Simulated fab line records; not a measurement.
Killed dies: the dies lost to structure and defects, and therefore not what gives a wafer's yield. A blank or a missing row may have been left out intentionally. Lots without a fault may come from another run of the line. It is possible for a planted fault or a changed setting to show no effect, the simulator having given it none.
Chamber matching + flow nandHarc + 3 sister chambers for NHARC_P_CONTACT_DEP_30 on pecvd-03
The step deposits SiNx, target thk 30 nm. 6 wafers are shown with their chamber, then 7 later ones without.

== EACH WAFER AND ITS CHAMBER ==
| wafer  | chamber | heaterPowerW (W) | rfFwdPowerW (W) |
|--------|---------|------------------|-----------------|
| L079.6 | 0       | 666              | 448.8           |
| L090.1 | 1       | 774              | 446.9           |
| L090.2 | 2       | 694              | 447.1           |
| L090.6 | 0       | 602              | 448.4           |
| L093.4 | 1       | 803              | 448.0           |
| L093.5 | 2       | 827              | 450.3           |

== WAFERS WITHOUT THEIR CHAMBER ==
| wafer  | heaterPowerW (W) | rfFwdPowerW (W) |
|--------|------------------|-----------------|
| L093.6 | 633              | 450.4           |
| L095.1 | 771              | 449.5           |
| L095.2 | 652              | 450.2           |
| L095.4 | 685              | 448.6           |
| L096.3 | 659              | 449.0           |
| L096.5 | 650              | 449.7           |
| L096.6 | 689              | 448.7           |

== CHAMBER TAKEN BY EACH ==
| wafer  | from the rows above          | in truth |
|--------|------------------------------|----------|
| L093.6 | can't be placed: 0 or 2      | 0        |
| L095.1 | can't be placed: 2 or 1 or 0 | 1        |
| L095.2 | can't be placed: 0 or 2 or 1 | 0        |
| L095.4 | can't be placed: 0 or 2 or 1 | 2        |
| L096.3 | can't be placed: 0 or 2 or 1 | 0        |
| L096.5 | can't be placed: 0 or 2 or 1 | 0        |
| L096.6 | can't be placed: 0 or 2 or 1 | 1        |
Correctly placed: 0 of 7. Can't be placed from these rows: 7 (the true chamber is among the candidates in 7). Number placed wrongly: 0.
How it was worked out, from the rows above alone: a wafer's distance from a chamber is the root of the sum, over the readings, of the square of ((its reading less the chamber's mean) divided by the reading's scatter). The wafer belongs to the nearest chamber; if the next one is less than 2 further off, it can't be placed. The mean given for a chamber averages the wafers shown for that chamber. The scatter: the root of (the sum of the squares of (reading less its chamber's mean) over the shown wafers, divided by (wafers less chambers)).
